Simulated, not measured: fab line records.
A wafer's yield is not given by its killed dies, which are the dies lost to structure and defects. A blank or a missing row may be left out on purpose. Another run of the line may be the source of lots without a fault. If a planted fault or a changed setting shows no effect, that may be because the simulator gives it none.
Chamber matching	flow n5 finfet	rie diel-05 running N5_PASSIVATION_ETCH_54: 4 sister chambers
The step etches SiO2 in CHF3/O2, target depth 880 nm, time 440 s. 7 wafers are shown with their chamber, then 7 later ones without.

## WAFERS PAIRED WITH THEIR CHAMBERS
wafer	chamber	drypump motor current A (A)	showerhead plenum p Torr (Torr)
L370.1	1	5.1	2.35
L378.5	2	6.2	2.44
L382.1	3	5.8	2.37
L382.2	2	6.2	2.44
L382.3	0	5.7	2.32
L387.2	3	5.7	2.36
L387.4	0	5.6	2.31

## WAFERS WHOSE CHAMBER IS MISSING
wafer	drypump motor current A (A)	showerhead plenum p Torr (Torr)
L387.5	5.7	2.31
L391.3	5.7	2.36
L391.4	5.7	2.31
L391.5	5.1	2.34
L392.3	5.1	2.33
L392.4	5.7	2.31
L392.5	5.7	2.36

## EACH ONE'S CHAMBER
wafer	from the rows above	in truth
L387.5	0	0
L391.3	3	3
L391.4	0	0
L391.5	1	1
L392.3	1	1
L392.4	0	0
L392.5	3	3
Correct placement for 7 of the 7. From these rows, 0 cannot be placed. Wrongly placed: 0.
How it was worked out, from the rows above alone: a wafer's distance from a chamber is the root of the sum, over the readings, of the square of ((its reading less the chamber's mean) divided by the reading's scatter). If the next closest chamber is less than 2 further off than the closest, the wafer can't be placed; otherwise it belongs to the closest. The mean given for a chamber averages the wafers shown for that chamber. How the scatter is found: for the shown wafers, subtract from each reading the mean of its chamber, square and add these, divide the total by (wafers less chambers), then take the root.
